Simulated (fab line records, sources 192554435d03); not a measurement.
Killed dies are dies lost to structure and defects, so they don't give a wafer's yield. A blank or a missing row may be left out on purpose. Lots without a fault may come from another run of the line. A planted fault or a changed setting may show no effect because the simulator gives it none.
Split-lot experiment | flow n5_finfet | 7 lots, 39 wafers read, on a route of 1938 steps

THE SPLIT
At N5_DUMMY_GATE_ETCH_31 (etches SiO2 in C4F6/O2, target depth 82.5 nm, time 27.5 s), the setting target_depth_a was moved away from the recipe's 825 angstrom on 18 of the 39 wafers read, by -12.3% to +10.5%. The other wafers ran this setting at the recipe's value.

The reading is taken at the split's own step.

THE READING
SOC_of_DUMMY_GATE_COAT_34.thk_nm (the simulator's own value, which no gauge read), in nm, at N5_DUMMY_GATE_ETCH_31 (etches SiO2 in C4F6/O2, target depth 82.5 nm, time 27.5 s). The file gives no usual value for it. The 21 wafers here that ran the recipe average 51.7 nm, standard deviation 0.27 nm.

wafer  | tool, chamber at the split | target_depth_a as run, angstrom | against the recipe | SOC_of_DUMMY_GATE_COAT_34.thk_nm, nm | against lot-mates on the recipe
L077.1 | rie_diel-03, 0             | 784.9                           | -4.9%              | 51.8                                 | +0.0
L077.2 | rie_diel-03, 1             | 825                             | recipe             | 51.6                                 | -
L077.3 | rie_diel-03, 3             | 784.9                           | -4.9%              | 52                                   | +0.2
L077.4 | rie_diel-03, 2             | 825                             | recipe             | 52                                   | -
L077.5 | rie_diel-03, 1             | 825                             | recipe             | 51.8                                 | -
L077.6 | rie_diel-03, 0             | 784.9                           | -4.9%              | 52                                   | +0.2
L079.1 | rie_diel-02, 0             | 825                             | recipe             | 51.8                                 | -
L079.3 | rie_diel-02, 1             | 825                             | recipe             | 51.8                                 | -
L079.5 | rie_diel-02, 3             | 825                             | recipe             | 51.6                                 | -
L085.1 | rie_diel-02, 1             | 825                             | recipe             | 51.6                                 | -
L085.2 | rie_diel-02, 3             | 723.2                           | -12.3%             | 52.8                                 | +1.3
L085.3 | rie_diel-02, 2             | 723.2                           | -12.3%             | 52.8                                 | +1.3
L085.4 | rie_diel-02, 0             | 723.2                           | -12.3%             | 52.6                                 | +1.1
L085.5 | rie_diel-02, 2             | 825                             | recipe             | 51.6                                 | -
L085.6 | rie_diel-02, 3             | 825                             | recipe             | 51.4                                 | -
L092.1 | rie_diel-03, 3             | 825                             | recipe             | 51.8                                 | -
L092.2 | rie_diel-03, 0             | 825                             | recipe             | 52                                   | -
L092.3 | rie_diel-03, 2             | 906                             | +9.8%              | 51.4                                 | -0.6
L092.4 | rie_diel-03, 3             | 906                             | +9.8%              | 51                                   | -1.0
L092.5 | rie_diel-03, 2             | 825                             | recipe             | 52.2                                 | -
L092.6 | rie_diel-03, 0             | 906                             | +9.8%              | 51                                   | -1.0
L093.1 | rie_diel-02, 1             | 911.3                           | +10.5%             | 50.8                                 | -0.9
L093.2 | rie_diel-02, 2             | 911.3                           | +10.5%             | 51                                   | -0.7
L093.3 | rie_diel-02, 3             | 825                             | recipe             | 51.8                                 | -
L093.4 | rie_diel-02, 0             | 825                             | recipe             | 51.6                                 | -
L093.5 | rie_diel-02, 2             | 825                             | recipe             | 51.6                                 | -
L093.6 | rie_diel-02, 1             | 911.3                           | +10.5%             | 50.8                                 | -0.9
L094.1 | rie_diel-05, 3             | 755.9                           | -8.4%              | 52.2                                 | +0.8
L094.2 | rie_diel-05, 1             | 825                             | recipe             | 51.2                                 | -
L094.3 | rie_diel-05, 0             | 755.9                           | -8.4%              | 52.2                                 | +0.8
L094.4 | rie_diel-05, 2             | 825                             | recipe             | 51.8                                 | -
L094.5 | rie_diel-05, 0             | 755.9                           | -8.4%              | 52.4                                 | +1.0
L094.6 | rie_diel-05, 1             | 825                             | recipe             | 51.2                                 | -
L096.1 | rie_diel-03, 2             | 825                             | recipe             | 52                                   | -
L096.2 | rie_diel-03, 3             | 854                             | +3.5%              | 51.4                                 | -0.5
L096.3 | rie_diel-03, 0             | 825                             | recipe             | 51.6                                 | -
L096.4 | rie_diel-03, 3             | 854                             | +3.5%              | 51.4                                 | -0.5
L096.5 | rie_diel-03, 0             | 854                             | +3.5%              | 51.2                                 | -0.7
L096.6 | rie_diel-03, 2             | 825                             | recipe             | 52.2                                 | -

THE FIT
A straight line over all 39 wafers: SOC_of_DUMMY_GATE_COAT_34.thk_nm changes by -0.0736 nm for each +1% of target_depth_a; r = -0.89; the points scatter about the line by 0.23 nm.
The same after taking each lot's own level away (the mean of its wafers on the recipe; 39 wafers): -0.0899 nm for each +1%; r = -0.94; scatter 0.2 nm.
On that fit, the largest move of target_depth_a shifts the reading by 1.1 nm.
The lots' own levels span 51.40 to 52.00 nm, that is 2.3 times the standard deviation above.
So the lot-to-lot level changes the slope: the two fits differ.
Check: with one of the wafers moved furthest among these (-12.3%) left out of the fit, the line predicts +1.07 nm for it against its lot-mates. It came out at +1.27 nm against them.

THE WHOLE CHAIN: every reading that the file lists as answering this split, in the file's order
step                  | what it does                                              | reading                                                                           | change (the file's fit)                | r (the file's)
N5_DUMMY_GATE_ETCH_31 | etches SiO2 in C4F6/O2, target depth 82.5 nm, time 27.5 s | etch.depth_nm (the simulator's own value, which no gauge read)                    | +0.862 nm for each +1% of the setting  | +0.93
N5_DUMMY_GATE_ETCH_31 | etches SiO2 in C4F6/O2, target depth 82.5 nm, time 27.5 s | SOC_of_DUMMY_GATE_COAT_34.thk_nm (the simulator's own value, which no gauge read) | -0.0898 nm for each +1% of the setting | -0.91

THE FILE'S OWN FIT
SOC_of_DUMMY_GATE_COAT_34.thk_nm changes by -0.0898 nm for each +1% of target_depth_a, r = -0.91.
